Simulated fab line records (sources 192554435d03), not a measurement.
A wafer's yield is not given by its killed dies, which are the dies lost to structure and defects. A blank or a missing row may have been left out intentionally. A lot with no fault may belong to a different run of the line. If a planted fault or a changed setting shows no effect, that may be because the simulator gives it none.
fab line records | flow n5Finfet
record lots=6 | wafers=18 | lastDay=17
route steps=1938 shown BEOL_M15@1812 PASSIVATION@1936
lots that met no fault: from a run of the same line without faults
startH: hours from the record's opening day to when the first of the lot's shown wafers began | waitH: hours from the lot's prior step to this one | " unchanged from the row above | L1.1+2: one row covering several wafers at once | - value missing, or start not given | * or withheld: withheld | < > ~ a bound
route shown NAME@n: names a module that has steps shown in the file, with the first one's number in the route | usual: mean/standard deviation of fault-free wafers | same: alike in all rows | chamber/n: place in a boat | sites: the reading at each site | _std_site: how widely they spread, as a standard deviation | _edge_site: the outer-site mean with the inner-site mean subtracted | radiusMm: for every site, how far away it sits from the centre of the wafer | mask NAME#n: copy n | behind: the tool/chamber that last shaped the wafer | hold: the reason the lot was held/the length of the hold in hours/how it ended | device: transistor that didn't switch, given as n, p or np | end of line: the route-end tests of the same wafers | a step with no rows: only its recipe | killed: the dies lost at the first sort to structure and to defects; this is not the yield of the wafer | map: per-die view of a wafer (x killed, . not killed, _ where there is no die)
set.NAME: the setting the step ran with; set.NAME@STEP: the setting that earlier step ran with | model.NAME: the simulator's own value behind a step, which no gauge read
certain route steps with their lots: each step a table, each wafer a row
services: a tool's chamber out of use, with start hour (startH, from the record's first day; less than 0 if before it), hours out, and reason
## steps
# step N5_BEOL_M15_STRIP_62
# recipe chemistry=O2 | powerW=600 | tempC=60 | pressureMtorr=30 | rfFrequencyHz=6e+07 | biasPowerW=0 | overashFraction=0.3 | o2FlowSccm=225
# step N5_BEOL_M15_STRIP_37
# recipe chemistry=O2 | powerW=600 | tempC=60 | pressureMtorr=30 | rfFrequencyHz=6e+07 | biasPowerW=0 | overashFraction=0.3 | o2FlowSccm=225
# step N5_BEOL_M15_ETCH_38
# recipe chemistry=CF4/N2 | target=SiCN | targetDepthA=1064 | taperDeg=2 | timeS=120.5 | ionEnergyEv=150 | maskMaterial=SiO2 | pressureMtorr=40 | sourceW=430 | biasW=70 | Ar_flow_sccm=100 | cf4FlowSccm=60 | n2FlowSccm=60
# usual drypumpMotorCurrentA=5.5/0.47 | oesProductAu=0.80/0.097 | rfVppV=382.7/1.8 | showerheadPlenumPTorr=2.22/0.07 | throttleValvePct=15.4/0.31
lot.wafer | tool       | chamber | startH | waitH | drypumpMotorCurrentA | oesProductAu | rfHoursCounterH | rfVppV | showerheadPlenumPTorr | throttleValvePct
L322.2    | rieDiel-01 | 1       | -      | -     | 5.9                  | 0.97         | 17              | 380.5  | 2.16                  | 14.9
L322.4    | "          | 0       | "      | "     | 5.3                  | 0.82         | 95              | 384.5  | 2.31                  | 15.4
L322.5    | "          | 1       | "      | "     | 6.0                  | 0.98         | -               | 382.4  | 2.16                  | 14.9
L326.3    | rieDiel-02 | 2       | -      | -     | 5.1                  | 0.67         | 243             | 381.4  | 2.18                  | 15.4
L326.4    | "          | 3       | "      | "     | 5.0                  | 0.82         | 77              | 382.1  | 2.15                  | 15.5
L326.6    | "          | 0       | "      | "     | 6.6                  | 0.89         | -               | 382.8  | 2.25                  | 14.9
L330.3    | rieDiel-04 | 3       | -      | -     | 5.9                  | 0.68         | 248             | 379.6  | 2.08                  | 15.9
L330.4    | "          | 0       | "      | "     | 5.4                  | 0.88         | 48              | 380.1  | 2.16                  | 15.2
L330.6    | "          | 0       | "      | "     | 5.4                  | 0.88         | -               | 380.3  | 2.16                  | 15.2
L331.1    | rieDiel-02 | 3       | -      | -     | 5.0                  | 0.82         | 83              | 380.4  | 2.15                  | 15.5
L331.5    | "          | 0       | "      | "     | 6.5                  | 0.88         | -               | 382.9  | 2.24                  | 14.9
L331.6    | "          | 1       | "      | "     | 5.6                  | 0.72         | -               | 384.3  | 2.28                  | 15.7
L345.3    | rieDiel-01 | 0       | -      | -     | 5.4                  | 0.78         | 144             | 384.4  | 2.30                  | 15.5
L345.4    | "          | 1       | "      | "     | 6.0                  | 0.89         | 66              | 381.8  | 2.14                  | 15.0
L345.6    | "          | 2       | "      | "     | 5.4                  | 0.67         | -               | 381.6  | 2.18                  | 15.8
L344.3    | rieDiel-02 | 0       | -      | -     | 6.5                  | 0.84         | 56              | 384.1  | 2.23                  | 15.0
L344.4    | "          | 3       | "      | "     | 4.9                  | 0.79         | 110             | 381.2  | 2.14                  | 15.6
L344.6    | "          | 0       | "      | "     | 6.5                  | 0.85         | -               | 383.5  | 2.23                  | 14.9
# step N5_BEOL_M15_PRECLEAN_39
# recipe chemistry=residueRemover | timeS=60 | tempC=40
# step N5_BEOL_M15_SRD_40
# recipe timeS=30 | tempC=23 | rinseLiquid=diw | dry=n2Spin | spinRpm=1500 | dryTimeS=30
# step N5_BEOL_M15_DEGAS_41
# recipe ambient=vacuum | tempC=300 | timeS=60
# step N5_BEOL_M15_PRE_CLEAN_42
# recipe gas=H2/He | timeS=30 | tempC=300
# usual heaterPowerW=509/69 | susceptorTempC=300.02/0.18
lot.wafer | tool          | chamber | startH | waitH | heaterPowerW | susceptorTempC
L322.2    | pvdSputter-03 | -       | 238.37 | 0.0   | 394          | 300.09
L322.4    | "             | -       | "      | "     | 528          | 299.84
L322.5    | "             | -       | "      | "     | 383          | 299.93
L326.3    | pvdSputter-02 | -       | 290.07 | 0.0   | 501          | 299.73
L326.4    | "             | -       | "      | "     | 626          | 299.84
L326.6    | "             | -       | "      | "     | 521          | 300.14
L330.3    | pvdSputter-03 | -       | 290.07 | 0.0   | 537          | 300.20
L330.4    | "             | -       | "      | "     | 388          | 300.16
L330.6    | "             | -       | "      | "     | 535          | 300.10
L331.1    | pvdSputter-02 | -       | 307.04 | 0.0   | 635          | 299.86
L331.5    | "             | -       | "      | "     | 522          | 299.98
L331.6    | "             | -       | "      | "     | 644          | 300.04
L345.3    | pvdSputter-03 | -       | 388.54 | 0.0   | 538          | 300.02
L345.4    | "             | -       | "      | "     | 432          | 300.00
L345.6    | "             | -       | "      | "     | 527          | 300.10
L344.3    | pvdSputter-02 | -       | 388.67 | 0.0   | 653          | 300.09
L344.4    | "             | -       | "      | "     | 490          | 300.11
L344.6    | "             | -       | "      | "     | 427          | 299.87
# step N5_BEOL_M15_SPUTTER_43
# recipe material=TaN | targetThkA=150 | tempC=50 | biasV=168.6 | powerW=15000 | chamberPressurePa=0.12 | timeS=24.19
# usual cathodeDcPowerW=15000/3.1 | susceptorTempC=49.99/0.11 | throttleValvePct=30.3/1.1
lot.wafer | tool          | chamber | startH | waitH | cathodeDcPowerW | susceptorTempC | throttleValvePct
L322.2    | pvdSputter-03 | -       | 238.41 | 0.0   | 14997           | 49.98          | 30.5
L322.4    | "             | -       | "      | "     | 14999           | 50.40          | 31.5
L322.5    | "             | -       | "      | "     | 14999           | 50.01          | 30.4
L326.3    | pvdSputter-02 | -       | 290.11 | 0.0   | 15002           | 50.11          | 29.9
L326.4    | "             | -       | "      | "     | 15001           | 50.23          | 28.7
L326.6    | "             | -       | "      | "     | 15001           | 49.79          | 31.4
L330.3    | pvdSputter-03 | -       | 290.11 | 0.0   | 14996           | 49.93          | 31.9
L330.4    | "             | -       | "      | "     | 15002           | 50.01          | 30.2
L330.6    | "             | -       | "      | "     | 15001           | 49.92          | 29.1
L331.1    | pvdSputter-02 | -       | 307.08 | 0.0   | 14998           | 49.93          | 29.0
L331.5    | "             | -       | "      | "     | 15001           | 50.00          | 31.3
L331.6    | "             | -       | "      | "     | 15000           | 49.78          | 29.2
L345.3    | pvdSputter-03 | -       | 388.58 | 0.0   | 15004           | 49.91          | 29.1
L345.4    | "             | -       | "      | "     | 14999           | 49.89          | 28.4
L345.6    | "             | -       | "      | "     | 14999           | 49.81          | 31.9
L344.3    | pvdSputter-02 | -       | 388.71 | 0.0   | 14997           | 50.25          | 28.9
L344.4    | "             | -       | "      | "     | 14997           | 50.11          | 29.8
L344.6    | "             | -       | "      | "     | 14999           | 50.10          | 30.7
# step N5_BEOL_M15_SPUTTER_44
# recipe material=Ta | targetThkA=150 | tempC=50 | biasV=80 | powerW=15000 | chamberPressurePa=0.07 | timeS=24.19
# step N5_BEOL_M15_SPUTTER_45
# recipe material=Cu | targetThkA=1000 | tempC=-20 | biasV=60 | powerW=26000 | chamberPressurePa=0.13 | timeS=16.67
# usual cathodeDcPowerW=26000/4.8 | susceptorTempC=-19.99/0.1 | throttleValvePct=30.3/1.1
lot.wafer | tool          | chamber | startH | waitH | cathodeDcPowerW | susceptorTempC | throttleValvePct
L322.2    | pvdSputter-03 | -       | 238.57 | 0.0   | 25996           | -20.09         | 30.1
L322.4    | "             | -       | "      | "     | 25999           | -20.01         | 31.9
L322.5    | "             | -       | "      | "     | 25994           | -20.10         | 30.2
L326.3    | pvdSputter-02 | -       | 290.27 | 0.0   | 25994           | -19.92         | 30.0
L326.4    | "             | -       | "      | "     | 26002           | -19.96         | 29.1
L326.6    | "             | -       | "      | "     | 26005           | -19.97         | 31.3
L330.3    | pvdSputter-03 | -       | 290.27 | 0.0   | 26009           | -19.92         | 31.9
L330.4    | "             | -       | "      | "     | 25994           | -19.94         | 30.5
L330.6    | "             | -       | "      | "     | 25996           | -19.78         | 29.3
L331.1    | pvdSputter-02 | -       | 307.26 | 0.0   | 26004           | -19.98         | 28.6
L331.5    | "             | -       | "      | "     | 26002           | -19.91         | 31.7
L331.6    | "             | -       | "      | "     | 26002           | -19.92         | 29.4
L345.3    | pvdSputter-03 | -       | 388.74 | 0.0   | 26000           | -20.15         | 29.0
L345.4    | "             | -       | "      | "     | 26002           | -19.97         | 28.7
L345.6    | "             | -       | "      | "     | 26010           | -19.92         | 31.8
L344.3    | pvdSputter-02 | -       | 388.87 | 0.0   | 26008           | -19.82         | 29.1
L344.4    | "             | -       | "      | "     | 26003           | -20.03         | 29.9
L344.6    | "             | -       | "      | "     | 25992           | -19.90         | 30.1
# step N5_BEOL_M15_ECD_47
# recipe material=Cu | targetThkA=18600
# step N5_BEOL_M15_ANNEAL_48
# recipe tempC=225 | timeS=90 | ambient=N2
# usual wafer_temp_C_max=225.90/0.23
lot.wafer | tool         | chamber | startH | waitH | wafer_temp_C_max
L322.2    | rtpAnneal-02 | 0       | 239.10 | 0.3   | 226.21
L322.4    | "            | 0       | "      | "     | 225.50
L322.5    | "            | 0       | "      | "     | 225.75
L330.3    | rtpAnneal-02 | 0       | 290.72 | 0.2   | 226.13
L330.4    | "            | 0       | "      | "     | 226.24
L330.6    | "            | 0       | "      | "     | 225.99
L326.3    | rtpAnneal-01 | 0       | 290.75 | 0.2   | 225.84
L326.4    | "            | 0       | "      | "     | 226.44
L326.6    | "            | 0       | "      | "     | 225.94
L331.1    | rtpAnneal-01 | 0       | 307.62 | 0.2   | 225.97
L331.5    | "            | 0       | "      | "     | 226.40
L331.6    | "            | 0       | "      | "     | 225.68
L345.3    | rtpAnneal-01 | 0       | 389.81 | 0.8   | 225.91
L345.4    | "            | 0       | "      | "     | 225.66
L345.6    | "            | 0       | "      | "     | 225.56
L344.3    | rtpAnneal-02 | 0       | 389.94 | 0.8   | 226.01
L344.4    | "            | 0       | "      | "     | 225.83
L344.6    | "            | 0       | "      | "     | 225.97
# step N5_BEOL_M15_CMP_49
# recipe stopOn=SiO2 | tOverpolishS=4.9 | downForcePsi=2 | platenRpm=80 | clearingPlatenDownForcePsi=2 | clearingPlatenRpm=80 | postCmpClean=cuAlkaline | targetThkNm=850 | clearingPlatenPadVelocityMS=1.5917 | padVelocityMS=1.5917
# usual barrierFieldEndpointS=11.35/0.3 | clearingPlatenDownForcePsi=1.999/0.0043 | headPressurePsi=2.000/0.0041 | motorCurrentA=8.1/0.81 | overpolishRunS=4.899/0.0088 | slurryFilterDpKPa=13.50/0.14
lot.wafer | tool   | chamber | startH | waitH | barrierFieldEndpointS | clearingPlatenDownForcePsi | headPressurePsi | motorCurrentA | overpolishRunS | slurryFilterDpKPa
L322.2    | cmp-02 | 1       | 239.43 | 0.3   | 11.36                 | 2.006                      | 2.009           | 8.3           | 4.897          | 13.71
L322.4    | "      | 2       | "      | "     | 11.21                 | 2.005                      | 1.996           | 7.7           | 4.894          | 13.41
L322.5    | "      | 0       | "      | "     | 11.24                 | 1.997                      | 2.002           | 8.1           | 4.879          | 13.51
L330.3    | cmp-04 | 0       | 290.97 | 0.2   | 11.31                 | 1.999                      | 2.007           | 8.0           | 4.919          | 13.66
L330.4    | "      | 1       | "      | "     | 11.29                 | 1.996                      | 2.011           | 8.4           | 4.905          | 13.60
L330.6    | "      | 0       | "      | "     | 10.91                 | 1.998                      | 2.001           | 8.8           | 4.903          | 13.56
L326.4    | cmp-02 | 0       | 291.04 | 0.2   | 9.64                  | 2.003                      | 2.319           | 9.4           | 4.903          | 13.32
L326.3    | "      | 1       | "      | "     | 9.87                  | 1.998                      | 2.322           | 9.0           | 4.904          | 13.36
L326.6    | "      | 2       | "      | "     | 9.53                  | 1.997                      | 2.319           | 8.1           | 4.908          | 13.54
L331.1    | cmp-02 | 1       | 308.00 | 0.3   | 10.45                 | 1.997                      | 2.321           | 9.2           | 4.894          | 13.62
L331.6    | "      | 3       | "      | "     | 9.97                  | 2.002                      | 2.326           | 7.5           | 4.903          | 13.60
L331.5    | "      | 0       | "      | "     | 9.69                  | 1.996                      | 2.318           | 9.4           | 4.898          | 13.68
L345.4    | cmp-01 | 1       | 390.05 | 0.2   | 11.28                 | 2.005                      | 1.999           | 8.0           | 4.897          | 13.50
L345.3    | "      | 3       | "      | "     | 11.12                 | 2.002                      | 1.996           | 10.0          | 4.913          | 13.74
L345.6    | "      | 1       | "      | "     | 11.53                 | 2.000                      | 2.002           | 7.6           | 4.903          | 13.36
L344.3    | cmp-02 | 3       | 390.42 | 0.4   | 11.74                 | 1.997                      | 1.994           | 7.7           | 4.917          | 13.53
L344.4    | "      | 0       | "      | "     | 11.23                 | 2.002                      | 1.999           | 8.4           | 4.895          | 13.62
L344.6    | "      | 2       | "      | "     | 11.64                 | 2.004                      | 1.999           | 7.6           | 4.897          | 13.60
# step N5_PASSIVATION_PROBE_49
# usual defectLimitedYield=91.3/1.5 | killed_at_M0_to_M3=34/11 | killed_at_M4_up=14/6.1 | killedAtContacts=12/5.9 | killedAtFrontEnd=39/11 | killedAtOther=4/3.3 | killedDies=102/18 | killedOpen=67/13 | killedShort=33/7.9 | sort_bin_5_function=5.1/1 | sort_bin_6_memory=3.3/0.7 | sort_bin_8_speed=0.1/0.69 | sortNPass=1077/19 | sortYieldPct=91.3/1.6
# same grossDies=1180 | killedAtBackSide=0 | sort_bin_4_leakage[%]=0
lot.wafer | tool      | chamber | startH | waitH | defectLimitedYield[%] | killed_at_M0_to_M3 | killed_at_M4_up | killedAtContacts | killedAtFrontEnd | killedAtOther | killedDies | killedOpen | killedShort | sort_bin_5_function[%] | sort_bin_6_memory[%] | sort_bin_8_speed[%] | sortNPass | sortYieldPct[%]
L331.1    | prober-01 | -       | 322.02 | 0.0   | 92.4                  | 28                 | 8               | 7                | 40               | 7             | 90         | 49         | 33          | 4.1                    | 2.6                  | 0                   | 1090      | 92.4
L331.5    | prober-01 | -       | 322.22 | 0.2   | 90.3                  | 37                 | 14              | 13               | 46               | 4             | 114        | 60         | 50          | 4.7                    | 4.2                  | 0                   | 1066      | 90.3
L331.6    | prober-01 | -       | 322.27 | 0.3   | 90.7                  | 28                 | 15              | 10               | 56               | 1             | 110        | 75         | 30          | 5.8                    | 2.8                  | 0                   | 1070      | 90.7
# killed by level:class
L331.1 BEOL_M0_SAQP:geometricParticle:short=10 GATE_CUT:geometricParticle:open=9 BEOL_M1:geometricParticle:open=6 HKMG_FIN:areaEtch=6 STI_FIN_REVEAL:geometricParticle:open=5 MOL_CONTACT_COAG:geometricParticle:short=4 BEOL_M0_SAQP:geometricParticle:open=4 STARTING-WAFER:geometricParticle:open=4
L331.5 BEOL_M0_SAQP:geometricParticle:short=13 BEOL_M0_SAQP:geometricParticle:open=10 GATE_CUT:geometricParticle:short=9 STI_FIN_REVEAL:geometricParticle:open=8 BEOL_M4:geometricParticle:open=8 FIN_SAQP:geometricParticle:open=7 MOL_CONTACT_COAG:geometricParticle:open=7 MOL_CONTACT_COAG:geometricParticle:short=6
L331.6 STI_FIN_REVEAL:geometricParticle:open=17 MOL_CONTACT_COAG:geometricParticle:open=9 FIN_SAQP:geometricParticle:open=8 BEOL_M2:geometricParticle:open=7 BEOL_M2:geometricParticle:short=7 GATE_CUT:geometricParticle:open=6 DUMMY_GATE:geometricParticle:open=5 STI_FIN_REVEAL:geometricParticle:short=4
## services
tool          | chamber | startH | hours | kind
cmp-04        | -       | 217.95 | 6.5   | repair
cmp-01        | -       | 218.47 | 1.5   | repair
rieDiel-02    | 0       | 227.10 | 2.8   | repair
cmp-01        | -       | 241.90 | 1.7   | repair
cmp-01        | -       | 256.66 | 12.8  | pm
rieDiel-02    | 1       | 264.14 | 12.0  | repair
cmp-04        | -       | 308.37 | 1.9   | repair
rieDiel-02    | 2       | 311.35 | -     | clean
rieDiel-02    | 2       | 311.35 | -     | consumableReplace:focusRing
rieDiel-02    | 2       | 311.35 | 23.3  | scheduledDown
rieDiel-02    | 2       | 311.35 | 23.3  | ventCycle
pvdSputter-02 | -       | 330.33 | 4.9   | repair
cmp-02        | -       | 335.58 | 3.4   | repair
cmp-02        | -       | 361.85 | 4.0   | pm
rieDiel-01    | 3       | 364.43 | -     | clean
rieDiel-01    | 3       | 364.43 | -     | consumableReplace:focusRing
rieDiel-01    | 3       | 364.43 | 22.5  | scheduledDown
cmp-02        | -       | 365.85 | -     | consumableReplace:conditioner
cmp-02        | -       | 365.85 | -     | consumableReplace:pad
rieDiel-04    | -       | 374.53 | 0.4   | repair
cmp-02        | -       | 377.98 | 1.5   | repair
cmp-02        | -       | 379.80 | 2.9   | repair
cmp-01        | -       | 381.98 | 4.0   | pm
rieDiel-02    | 1       | 384.88 | 2.1   | repair
## key
firstSign step=N5_BEOL_M15_CMP_49 | reading=headPressurePsi | direction=up | sigmas=78 | usual=2.000 | struck=2.321
effect step=N5_BEOL_M15_CMP_49 | reading=barrierFieldEndpointS | direction=down | sigmas=5 | usual=11.35 | struck=9.86
metAt N5_BEOL_M15_CMP_49
struckWafers L326.3,L326.4,L326.6,L331.1,L331.5,L331.6
onsetBetween 239.43 291.04
fault kind=processParameterDrift | tool=cmp-02 | chamber=- | onsetH=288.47 | steps=N5_BEOL_M15_CMP_49 | channel=downForcePsi | offset=0.32127 | shape=step | endH=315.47 | actsIn=theseRecipesOnly | stated=2
